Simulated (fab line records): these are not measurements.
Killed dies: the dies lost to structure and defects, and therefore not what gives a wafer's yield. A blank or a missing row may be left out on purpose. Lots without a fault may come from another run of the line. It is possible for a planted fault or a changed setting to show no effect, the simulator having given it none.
fab line records ; flow n5-finfet
record: lots: 5; wafers: 15; last-day: 17
route steps=1938 shown MOL_CONTACT_COAG@532 BEOL_M4@1111 PASSIVATION@1936
lots with no fault: from the same line, run without faults
start-h: hours from the record's first day to the start of the lot's first wafer shown ; wait-h: how many hours have passed since the lot's step before this one ; " identical to the entry in the row above ; L1.1+2: several wafers, shown together as one row ; - no value, or no start given ; * or withheld: withheld ; < > ~ a bound
route shown NAME@n: a module of which the file shows steps, and the number in the route of the first ; usual: the fault-free wafers' mean and standard deviation ; same: alike in all rows ; chamber/n: place in a boat ; sites: readings site by site ; _std_site: standard deviation across them ; _edge_site: outer sites' mean less inner sites' ; radius-mm: for every site, how far away it sits from the centre of the wafer ; mask NAME#n: copy n ; behind: the most recent tool/chamber to have shaped the wafer ; hold: why the lot went on hold/how many hours it stayed there/how the hold came to an end ; device: the n, p or np transistor that did not switch ; end of line: at the end of the route, the tests of the same wafers ; step lacking rows: just its recipe ; killed: dies that structure and defects cost at the first sort, which is not the same as the wafer's yield ; map: per-die view of a wafer (x killed, . not killed, _ where there is no die)
set.NAME: the setting as run; set.NAME@STEP: as run at that earlier step ; model.NAME: the simulator's own value behind a step, which no gauge read
lots at some steps of the route; a table a step, a row a wafer
services: from which hour (start-h, from the record's first day; less than 0 if before it) a tool's chamber was out of use, for how many hours, and why
== steps ==
step: N5_MOL_CONTACT_COAG_ETCH_106
recipe: chemistry: N2/H2; target: SOC; target-depth-a: 800; overetch-a: 160; mask-material: SiARC; temp-c: 40; time-s: 120; ion-energy-ev: 200; pressure-mtorr: 30; source-w: 840; bias-w: 150; n2-flow-sccm: 200; h2-flow-sccm: 200
step: N5_MOL_CONTACT_COAG_STRIP_107
recipe: chemistry: N2/H2; temp-c: 40; n2-flow-sccm: 200; h2-flow-sccm: 200; rf-frequency-hz: 6e+07
step: N5_MOL_CONTACT_COAG_STRIP_108
recipe: chemistry: N2/H2; temp-c: 40; n2-flow-sccm: 200; h2-flow-sccm: 200; rf-frequency-hz: 6e+07
step: N5_MOL_CONTACT_COAG_CONTACT_ETCH_14
recipe: chemistry: C4F6/O2; target: SiO2; target-depth-a: 275; overetch-a: 85; mask-material: SOC; pressure-mtorr: 30; source-w: 370; bias-w: 185; Ar_flow_sccm: 300; C4F6_flow_sccm: 16; O2_flow_sccm: 10; time-s: 20; ion-energy-ev: 259.6
step: N5_MOL_CONTACT_COAG_STRIP_109
recipe: chemistry: C4F6/O2; resist: SiARC; rf-frequency-hz: 6e+07
step: N5_MOL_CONTACT_COAG_ETCH_15
recipe: chemistry: CH3F/O2; target: SiNx; target-depth-a: 70; mask-material: SOC; stop-on: Si:P; over-etch-frac: 0.75; ion-energy-ev: 120; pressure-mtorr: 30; source-w: 395; bias-w: 73; Ar_flow_sccm: 150; CH3F_flow_sccm: 30; O2_flow_sccm: 20
step: N5_MOL_CONTACT_COAG_ETCH_110
recipe: chemistry: CF4/O2; target: Si; target-depth-a: 25; time-s: 8; pressure-mtorr: 100; source-w: 200; bias-w: 12; ion-energy-ev: 60; Ar_flow_sccm: 100; cf4-flow-sccm: 100; O2_flow_sccm: 10
step: N5_MOL_CONTACT_COAG_STRIP_98
recipe: chemistry: N2/H2; power-w: 500; temp-c: 40; pressure-mtorr: 50; rf-frequency-hz: 6e+07; overash-fraction: 0.3; bias-power-w: 8; h2-frac: 0.5; n2-flow-sccm: 300; h2-flow-sccm: 300
step: N5_MOL_CONTACT_COAG_IMPLANT_129
recipe: species: Ge; energy-kev: 3; dose-cm2: 6e+14; tilt-deg: 0; rotation-deg: 0
step: N5_MOL_CONTACT_COAG_PRECLEAN_111
recipe: chemistry: NF3:NH3; afs-cycles: 1; temp-c: 30; time-s: 20; sublimation-temp-c: 180; sublimation-time-s: 60; pressure-torr: 3; rf-power-w: 30
step: N5_MOL_CONTACT_COAG_TI_SIL_19
recipe: material: Ti; target-thk-a: 42; temp-c: 200; chamber-pressure-pa: 5; power-w: 5000; time-s: 15
step: N5_MOL_CONTACT_COAG_ALD_20
recipe: material: TiN; target-thk-a: 15; temp-c: 400; ald-precursor-family: TiCl4; ald-co-reactant: NH3; pulse-time-s: 1; purge-time-s: 3; co-reactant-purge-time-s: 2; co-reactant-pulse-time-s: 2; ald-cycles: 68; pressure-torr: 3
usual: ald-cycles: 68/0; chamber-pressure-Torr: 3.000/0.0066; heater-power-outer-w: 580/84; heater-power-w: 945/140; precursor-pulse-height-rel: 1.000/0.018
lot.wafer;tool;chamber;start-h;wait-h;ald-cycles;chamber-pressure-Torr;heater-power-outer-w;heater-power-w;precursor-pulse-height-rel
L268.1;ald-metal-04;0;131.58;0.1;-;-;-;-;-
L268.4;ald-metal-04;3;131.58;0.1;-;-;-;-;-
L268.6;ald-metal-04;1;131.58;0.1;-;-;-;-;-
L269.2;ald-metal-04;1;138.08;0.1;-;-;-;-;-
L269.5;ald-metal-04;3;138.08;0.1;-;-;-;-;-
L269.6;ald-metal-04;1;138.08;0.1;-;-;-;-;-
L270.2;ald-metal-04;0;141.45;0.1;-;-;-;-;-
L270.4;ald-metal-04;0;141.45;0.1;-;-;-;-;-
L270.6;ald-metal-04;1;141.45;0.1;-;-;-;-;-
L275.1;ald-metal-04;2;172.38;0.1;68;2.994;497;788;0.968
L275.4;ald-metal-04;2;172.38;0.1;68;2.993;525;807;1.011
L275.6;ald-metal-04;1;172.38;0.1;68;3.001;590;964;1.017
L279.2;ald-metal-02;2;197.53;0.1;68;3.002;842;1345;0.954
L279.3;ald-metal-02;1;197.53;0.1;68;3.000;524;855;0.979
L279.4;ald-metal-02;3;197.53;0.1;68;2.999;408;683;1.024
step: N5_MOL_CONTACT_COAG_SIL_ANNEAL_21
recipe: temp-c: 550; time-s: 60; ambient: N2
step: N5_MOL_CONTACT_COAG_PRE_CLEAN_141
recipe: gas: H2/He; time-s: 60; temp-c: 300
step: N5_MOL_CONTACT_COAG_SPUTTER_143
recipe: material: Co; target-thk-a: 25; temp-c: 25; chamber-pressure-pa: 0.2
step: N5_MOL_CONTACT_COAG_CO_FILL_22
recipe: material: Co; target-thk-a: 200; temp-c: 200; precursor: CCTBA/H2; pressure-torr: 30
step: N5_MOL_CONTACT_COAG_ANNEAL_113
recipe: temp-c: 400; time-s: 300; ambient: H2/N2
step: N5_MOL_CONTACT_COAG_PRE_CLEAN_142
recipe: gas: H2/He; time-s: 60; temp-c: 300
step: N5_MOL_CONTACT_COAG_SPUTTER_130
recipe: material: Co; target-thk-a: 475; temp-c: 25; chamber-pressure-pa: 0.5; power-w: 3000
step: N5_MOL_CONTACT_COAG_PRECLEAN_125
recipe: chemistry: DIW; time-s: 57.5; temp-c: 23
step: N5_MOL_CONTACT_COAG_SRD_126
recipe: dry-time-s: 32; dry: n2-spin; spin-rpm: 1500
step: N5_MOL_CONTACT_COAG_CMP_23
recipe: stop-on: SiO2; t-overpolish-s: 1.5; post-cmp-clean: cu-alkaline; down-force-psi: 2; platen-rpm: 50.289; pad-velocity-m-s: 1.0006; target-thk-nm: 0
step: N5_MOL_CONTACT_COAG_WET_ETCH_26
recipe: target: Co; target-depth-nm: 13
step: N5_MOL_CONTACT_COAG_WET_ETCH_116
recipe: chemistry: SC1-inhibited; target-depth-nm: 4.6; dry: ipa-marangoni; rinse-time-s: 30; rinse-temp-c: 23
step: N5_MOL_CONTACT_COAG_ALD_27
recipe: material: SiOC; target-thk-a: 170; temp-c: 400; ald-precursor-family: carbosiloxane; ald-co-reactant: H2-plasma; pulse-time-s: 1.5; time-s: 2720; purge-time-s: 2; co-reactant-purge-time-s: 2; ald-cycles: 340; pressure-torr: 2
step: N5_MOL_CONTACT_COAG_CMP_28
recipe: stop-on: SiNx; t-overpolish-s: 0.85; post-cmp-clean: alkaline-brush; down-force-psi: 4.15; platen-rpm: 51.8; pad-velocity-m-s: 1.0307; target-thk-nm: 14.522
step: N5_MOL_CONTACT_COAG_ALD_123
recipe: material: SiNx; target-thk-a: 50; temp-c: 400; ald-precursor-family: SiH2I2; ald-co-reactant: N2/H2-plasma; pulse-time-s: 1; purge-time-s: 2; co-reactant-purge-time-s: 2; ald-cycles: 100; pressure-torr: 2
step: N5_MOL_CONTACT_COAG_PECVD_31
recipe: material: SiO2; target-thk-a: 460; temp-c: 400; precursor: TEOS/O2; pressure-torr: 6.5; rf-w: withheld; teos-flow-sccm: withheld; gas: O2; flow-sccm: 2650; time-s: 8.9
step: N5_MOL_CONTACT_COAG_COAT_75
recipe: resist: SOC; temp-c: 250; time-s: 60; spin-rpm: 1500; resist-thk-nm: 60
step: N5_MOL_CONTACT_COAG_COAT_76
recipe: resist: SiARC; temp-c: 220; time-s: 60; spin-rpm: 1500; resist-thk-nm: 10
step: N5_MOL_CONTACT_COAG_COAT_77
recipe: resist: underlayer; temp-c: 205; time-s: 60; spin-rpm: 1500; resist-thk-nm: 10
step: N5_MOL_CONTACT_COAG_COAT_78
recipe: resist: CAR-EUV; spin-rpm: 1500; resist-thk-nm: 40
step: N5_MOL_CONTACT_COAG_EBR_80
recipe: solvent: PGMEA; ebr-width-mm: 1.5
step: N5_MOL_CONTACT_COAG_SOFTBAKE_79
recipe: temp-c: 110; time-s: 60; resist: CAR-EUV
step: N5_MOL_CONTACT_COAG_EXPOSE_81
recipe: mask-id: VG; na: 0.33; source-shape: annular; sigma-inner: 0.3; sigma-outer: 0.7; polarization: unpolarized; defocus-nm: 0; dose-mj: 59.5
step: N5_MOL_CONTACT_COAG_PEB_82
recipe: peb-temp-c: 100; peb-time-s: 60; resist: CAR-EUV
step: N5_MOL_CONTACT_COAG_DEVELOP_83
recipe: develop-time-s: 30; developer: TMAH; resist: CAR-EUV; rinse-liquid: surfactant-rinse; dry: air-spin; dev-temp-c: 23
step: N5_BEOL_M4_RC_MEAS_101
usual: DIBL_N: 36.4/1.4; DIBL_P: 36.4/1.5; IOFF_N: 0.156/0.022; IOFF_P: 0.210/0.023; ION_N: 675/9.1; ION_P: 463/5.7; SS_N: 71.6/0.45; SS_P: 73.3/0.56; VT_N: 250/3.1; VT_P: -250.3/2.3
lot.wafer;tool;chamber;start-h;wait-h;DIBL_N[mV/V];DIBL_P[mV/V];IOFF_N[nA/um];IOFF_P[nA/um];ION_N[uA/um];ION_P[uA/um];SS_N[mV/dec];SS_P[mV/dec];VT_N[mV];VT_P[mV]
L268.1;prober-02;0;234.37;0.0;37.4;37.3;0.156;0.211;669;464;72.4;73.7;249;-252.6
L268.4;prober-02;0;234.37;0.0;38.2;37.2;0.164;0.203;678;456;72.1;73.3;251;-254.0
L268.6;prober-02;0;234.37;0.0;37.3;37.2;0.151;0.194;664;451;71.3;73.2;251;-254.2
L269.2;prober-01;0;242.12;0.2;38.4;41.1;0.218;0.288;696;471;71.7;74.5;243;-245.6
L269.5;prober-01;0;242.12;0.2;35.5;37.5;0.162;0.217;676;464;71.1;72.9;249;-247.3
L269.6;prober-01;0;242.12;0.2;36.9;38.5;0.187;0.229;685;464;71.4;73.7;245;-249.3
L270.2;prober-01;0;249.31;0.2;35.5;35.9;0.131;0.182;667;459;71.7;72.6;256;-250.9
L270.4;prober-01;0;249.31;0.2;35.2;36.1;0.131;0.184;666;454;71.9;72.8;258;-252.4
L270.6;prober-01;0;249.31;0.2;35.7;36.6;0.135;0.188;669;458;71.7;72.8;255;-252.5
L275.1;prober-02;0;278.02;0.0;36.2;38.0;0.166;0.225;677;464;72.2;74.2;247;-250.1
L275.4;prober-02;0;278.02;0.0;35.5;36.9;0.153;0.211;662;456;71.9;73.0;250;-253.2
L275.6;prober-02;0;278.02;0.0;35.5;36.2;0.135;0.196;669;458;71.6;73.6;254;-253.3
L279.2;prober-02;0;306.25;0.2;38.1;36.5;0.167;0.231;679;466;71.3;73.3;251;-248.7
L279.3;prober-02;0;306.25;0.2;36.9;35.3;0.149;0.216;675;465;71.3;72.9;251;-249.1
L279.4;prober-02;0;306.25;0.2;36.9;35.2;0.148;0.219;671;469;71.4;72.7;254;-251.0
step: N5_PASSIVATION_PROBE_49
usual: defect-limited-yield: 91.5/1.3; killed_at_M0_to_M3: 33/10; killed_at_M4_up: 13/4; killed-at-contacts: 12/6.3; killed-at-front-end: 39/11; killed-at-other: 3.4/2.6; killed-dies: 100/15; killed-on-rim: 13/4; killed-open: 65/11; killed-short: 34/7.8; sort_bin_5_function: 5.0/0.89; sort_bin_6_memory: 3.2/0.58; sort-n-pass: 1080/15; sort-yield-pct: 91.5/1.3
same: gross-dies: 1180; killed-at-back-side: 0; sort_bin_4_leakage[%]: 0; sort_bin_8_speed[%]: 0
lot.wafer;tool;chamber;start-h;wait-h;defect-limited-yield[%];killed_at_M0_to_M3;killed_at_M4_up;killed-at-contacts;killed-at-front-end;killed-at-other;killed-dies;killed-on-rim;killed-open;killed-short;sort_bin_5_function[%];sort_bin_6_memory[%];sort-n-pass;sort-yield-pct[%]
L268.1;prober-02;-;352.21;0.1;47.8;29;13;538;29;7;616;120;58;26;49.3;2.5;564;47.8
L268.4;prober-02;-;352.36;0.2;44.9;36;17;553;40;4;650;139;68;41;50.7;3.6;530;44.9
L268.6;prober-02;-;352.46;0.3;44.6;34;13;566;41;0;654;30;56;40;51.4;3.3;526;44.6
L269.2;prober-01;-;357.69;0.1;46.5;34;14;551;28;4;631;27;60;29;50.0;2.8;549;46.5
L269.5;prober-01;-;357.84;0.2;44.7;26;9;585;30;3;653;138;46;39;52.7;2.2;527;44.7
L269.6;prober-01;-;357.89;0.3;46.4;51;15;537;30;0;633;22;70;33;50.8;2.9;547;46.4
L270.2;prober-02;-;361.97;0.1;46.2;30;11;536;49;9;635;123;80;29;50.6;2.8;545;46.2
L270.4;prober-02;-;362.07;0.2;44.0;40;9;556;54;2;661;130;70;47;51.5;4.0;519;44.0
L270.6;prober-02;-;362.17;0.3;48.0;14;7;550;34;9;614;13;46;27;50.1;1.7;566;48.0
L275.1;prober-01;-;392.46;0.0;90.5;49;9;12;41;1;112;19;63;47;5.4;3.4;1068;90.5
L275.4;prober-01;-;392.61;0.2;89.2;29;16;12;65;5;127;12;73;49;6.9;3.5;1053;89.2
L275.6;prober-01;-;392.71;0.3;89.1;37;13;7;69;3;129;20;84;43;7.0;3.2;1051;89.1
L279.2;prober-01;-;416.82;0.1;91.4;23;11;24;40;4;102;16;63;39;5.7;2.5;1078;91.4
L279.3;prober-01;-;416.87;0.1;91.6;36;13;11;39;0;99;9;60;36;4.6;3.1;1081;91.6
L279.4;prober-01;-;416.92;0.2;90.7;29;13;22;43;3;110;11;66;44;5.6;3.3;1070;90.7
killed by level:class
L268.1 MOL_CONTACT_COAG:area-ald=531 BEOL_M1:geometric-particle:open=8 BEOL_M0_SAQP:geometric-particle:open=7 STI_FIN_REVEAL:geometric-particle:open=5 MOL_CONTACT_COAG:geometric-particle:open=5 BEOL_M4:geometric-particle:open=5 FIN_SAQP:geometric-particle:open=4 BEOL_M3:geometric-particle:open=4
L268.4 MOL_CONTACT_COAG:area-ald=539 MOL_CONTACT_COAG:geometric-particle:open=11 BEOL_M0_SAQP:geometric-particle:short=10 FIN_SAQP:geometric-particle:short=7 BEOL_M0_SAQP:geometric-particle:open=7 BEOL_M1:geometric-particle:open=6 STI_FIN_REVEAL:geometric-particle:open=5 GATE_CUT:geometric-particle:short=5
L268.6 MOL_CONTACT_COAG:area-ald=556 FIN_SAQP:geometric-particle:short=9 MOL_CONTACT_COAG:geometric-particle:open=9 BEOL_M3:geometric-particle:open=7 BEOL_M2:geometric-particle:short=6 BEOL_M0_SAQP:geometric-particle:open=5 STI_FIN_REVEAL:geometric-particle:open=5 GATE_CUT:geometric-particle:short=5
L269.2 MOL_CONTACT_COAG:area-ald=537 MOL_CONTACT_COAG:geometric-particle:open=10 BEOL_M0_SAQP:geometric-particle:short=9 BEOL_M2:geometric-particle:open=8 STI_FIN_REVEAL:geometric-particle:open=7 BEOL_M0_SAQP:geometric-particle:open=6 BEOL_M5:geometric-particle:open=5 GATE_CUT:geometric-particle:short=4
L269.5 MOL_CONTACT_COAG:area-ald=568 MOL_CONTACT_COAG:geometric-particle:open=11 BEOL_M0_SAQP:geometric-particle:short=11 MOL_CONTACT_COAG:geometric-particle:short=6 BEOL_M0_SAQP:geometric-particle:open=6 FIN_SAQP:geometric-particle:open=5 STARTING-WAFER:geometric-particle:short=5 GATE_CUT:geometric-particle:open=4
L269.6 MOL_CONTACT_COAG:area-ald=529 BEOL_M2:geometric-particle:open=16 BEOL_M0_SAQP:geometric-particle:short=13 BEOL_M0_SAQP:geometric-particle:open=9 FIN_SAQP:geometric-particle:open=8 MOL_CONTACT_COAG:geometric-particle:open=6 BEOL_M1:geometric-particle:open=6 FIN_SAQP:geometric-particle:short=5
L270.2 MOL_CONTACT_COAG:area-ald=526 BEOL_M3:geometric-particle:open=12 MOL_CONTACT_COAG:geometric-particle:open=8 FIN_SAQP:geometric-particle:open=7 BEOL_M2:geometric-particle:open=7 ILD0:geometric-particle:short=6 DUMMY_GATE:geometric-particle:open=5 ILD0:geometric-particle:open=5
L270.4 MOL_CONTACT_COAG:area-ald=542 FIN_SAQP:geometric-particle:short=17 FIN_SAQP:geometric-particle:open=12 MOL_CONTACT_COAG:geometric-particle:open=10 BEOL_M0_SAQP:geometric-particle:open=9 BEOL_M2:geometric-particle:open=8 BEOL_M0_SAQP:geometric-particle:short=7 BEOL_M1:geometric-particle:short=6
L270.6 MOL_CONTACT_COAG:area-ald=538 MOL_CONTACT_COAG:geometric-particle:open=11 FIN_SAQP:geometric-particle:short=8 DUMMY_GATE:geometric-particle:open=6 BEOL_M2:geometric-particle:open=6 FIN_SAQP:geometric-particle:open=5 MIM_TOP:geometric-particle:short=4 ILD0:geometric-particle:short=3
L275.1 BEOL_M0_SAQP:geometric-particle:short=17 STI_FIN_REVEAL:geometric-particle:open=14 BEOL_M0_SAQP:geometric-particle:open=12 BEOL_M3:geometric-particle:open=10 MOL_CONTACT_COAG:geometric-particle:open=9 FIN_SAQP:geometric-particle:short=8 BEOL_M2:geometric-particle:open=4 DUMMY_GATE:geometric-particle:open=4
L275.4 FIN_SAQP:geometric-particle:open=16 BEOL_M0_SAQP:geometric-particle:short=16 FIN_SAQP:geometric-particle:short=15 STI_FIN_REVEAL:geometric-particle:open=12 MOL_CONTACT_COAG:geometric-particle:open=11 STARTING-WAFER:geometric-particle:open=6 DUMMY_GATE:geometric-particle:open=6 BEOL_M4:geometric-particle:open=5
L275.6 STI_FIN_REVEAL:geometric-particle:open=23 BEOL_M0_SAQP:geometric-particle:short=11 FIN_SAQP:geometric-particle:open=10 FIN_SAQP:geometric-particle:short=10 DUMMY_GATE:geometric-particle:open=7 BEOL_M0_SAQP:geometric-particle:open=7 BEOL_M4:geometric-particle:open=6 MOL_CONTACT_COAG:geometric-particle:open=5
L279.2 MOL_CONTACT_COAG:geometric-particle:open=19 FIN_SAQP:geometric-particle:short=13 GATE_CUT:geometric-particle:short=9 FIN_SAQP:geometric-particle:open=7 BEOL_M3:geometric-particle:open=7 GATE_CUT:geometric-particle:open=5 MOL_CONTACT_COAG:geometric-particle:short=5 BEOL_M4:geometric-particle:open=5
L279.3 FIN_SAQP:geometric-particle:short=15 BEOL_M3:geometric-particle:open=14 BEOL_M2:geometric-particle:open=11 MOL_CONTACT_COAG:geometric-particle:open=9 GATE_CUT:geometric-particle:short=8 FIN_SAQP:geometric-particle:open=7 BEOL_M0_SAQP:geometric-particle:open=6 BEOL_M4:geometric-particle:open=4
L279.4 FIN_SAQP:geometric-particle:short=22 MOL_CONTACT_COAG:geometric-particle:open=19 BEOL_M3:geometric-particle:open=8 FIN_SAQP:geometric-particle:open=6 BEOL_M0_SAQP:geometric-particle:short=6 GATE_CUT:geometric-particle:short=5 BEOL_M2:geometric-particle:open=5 BEOL_M4:geometric-particle:open=4
map L268.6 (x killed, . not)
_________________x....x......________________
______________x...x.xx...x......_____________
___________...xx...x...x...........__________
__________.....x...x.x.xxx.x......x._________
________....xx.............x.xx..x...._______
_______...x.x.xx.xxx...xxxx..x.xxx.x...______
______.x...xxx......xx.xx.xxx.xx.xxx...._____
_____.x.xxxxx..xx.x.xxxxxxx.xx.x...xx....____
____xx.x..x......xxxx..xxxxxx.x.x....x.x..___
___.....x..x.xx.xxxxxx.x.xx.x.x..x.xx....x.__
___....xx...xxxxxxxxxxxxxxx..x.xxxxxx.xxx..__
__...x..x.xx.xxxxxx.xxxxxxxxxx.x..x.xx.x...._
__x.x.x.x.xxxxxxxxxxx.xxxxxxxxxx.x.xxxx....._
_.xx.x.x.xx.xxxxxxxxxxxxxxxxxxx.xx..x........
_....xxx...xxxx.xxxxxxxxx.xxxx.x.xxxxxxx..x..
_......x.xxxxxxxxxxxxxxxxxxxxxxx.xxx.........
_......xx.xxxxxxxxxxxxxxxxxxxxxxx.x...x......
_...x.x...xxxxxxxxxxxxxxxx.xxxxxx.x.x.x.x....
_....x..xxxxxxxx.xxxxxxxxxxxxxx.xxxxx.xx.x.x.
_x.....xx.xxxxxxxxxxxxxxxxxxxxxx.x...x..x...x
_....x....x.x.xx.xxxxxxxxxxxxxxxxx...xx....x.
__xx...x.xxx..xxxxxxxxxxxxxxx.xxxx.xxxx....._
__xx.x.xxxx..xxxxxxxxx.xxxxxxxxxx.xx..x....._
___.xx...xxxxxxxxxx.xxxxxxxxxxxxxx.....xx..__
___..xx.xx.xxxxxxxxx.xxxxxxxxxxxxx..xxx....__
____xx..x.xxxxxxxxxxxxxxxx....xx......x.xx___
_____.......xxxxxxx.xxxxxxxxxx..xxxxx.x..____
______x....x.xx.xxx.x.xxx.x...xxx.x..x.._____
_______....x..xx.xx.xxx.xx.x.xxxx.xx.xx______
________.....xx.x.xxxxx...x.x.x..x...._______
__________...x...x..xx.xx.x....x...._________
___________.x...xx...x..x..xx......__________
______________...xx......xx....._____________
_________________..x..x...x..________________
map L269.5 (x killed, . not)
_________________xxxx.xxx.xx.________________
______________xx.xx.xxxxx.x.xx.._____________
___________xx.xxxxxxxxxxx.xxxxxxx.x__________
__________xxx.x.x..xx....x...xxx..x._________
________xxx.x.x...x.x...xxxx.xxxxxxxxx_______
_______xxx...xxx...x.x....xx....x.xxxxx______
______.xxxx..xxxxx..x.x.....x...xxxx..xx_____
_____xxx......x..x...xx...x..x.x.xxxx.xxx____
____xx..x..x..x..x............xx.xxx.xxxxx___
___x.xx.xx..x.....x.x...x..x.x...xxxxxxxxxx__
___xx...x.x.x...x.....x..x...x...x.xxxxxxxx__
__xxxx.xxx...x.....x.......x.x.x.xx.xxxx.xxx_
__xxx...x......x..........x....xx..xxxxxx.xx_
_xx.xxx...................x......x..x.x.xxxxx
_xx.x.x.x.................x........x..xx.x.xx
_xxxxxxxx......x.........x......x.x.x..xxxxxx
_xxx.xx...x.x...................x.x..x..xxxxx
_xxxxxx.x........x.............x..xx.xxxxxxxx
_xxxxxxxxxx.x.x.x.....x..x.......x..xxx.xxxxx
_xxxxx.xxx.x................x.x..x..x.xx.xxxx
_x.xxxxx....x......x.....x....x....xxxxx.xxxx
__xxxxxxx.....x...x..........x.xx.xxxxx.xxxx_
__x.xx...xxxxxx...........xx..x..x..xxx.xxxx_
___xxx.xx.x.x..x.....x..x...xx.xxxxxxxxxxx.__
___xxx.xx.xx.x....x.x...xx.x.x.xxxxxxx.xxxx__
____xx.xxxxxxxx..xxxx..xxx.xxx...xxx.xxxxx___
_____xxxxxx..xx..xx...x...xx.xx..xxxxxxxx____
______xxx.xxxxxxxxx.xxx..xxxxxxxxxxx.xxx_____
_______xxxxxx.xxxxxx.xxxx.xxxxxxx.xxxxx______
________xxxxx.xxx..x..xxxxxx.xxxxxxxxx_______
__________xxxxxxxxxxx.x.x.xxxxxxxxxx_________
___________xxxxxxx.xxxxxxxxxxxxxxxx__________
______________xxxxx.xxxx.xxxxxxx_____________
_________________xxxxxxxxxxxx________________
== services ==
tool;chamber;start-h;hours;kind
ald-metal-04;2;122.96;25.0;repair
ald-metal-04;-;149.17;8.7;pm
ald-metal-02;2;155.50;3.8;repair
ald-metal-04;0;171.20;1.6;repair
ald-metal-02;0;189.12;17.4;repair
== key ==
first-sign: step: N5_MOL_CONTACT_COAG_ALD_20; reading: tool-record; direction: missing
effect: step: N5_PASSIVATION_PROBE_49; reading: killed-at-contacts; direction: up; sigmas: 86; usual: 12; struck: 552
more-kills-born-at: N5_MOL_CONTACT_COAG_ALD_20@ald-metal-04: 4866
met-at N5_MOL_CONTACT_COAG_ALD_20
struck-wafers L268.1,L268.4,L268.6,L269.2,L269.5,L269.6,L270.2,L270.4,L270.6
fault: kind: skipped-step-whole; tool: ald-metal-04; chamber: -; onset-h: 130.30; steps: N5_MOL_CONTACT_COAG_ALD_20; scope: struck-lots-only
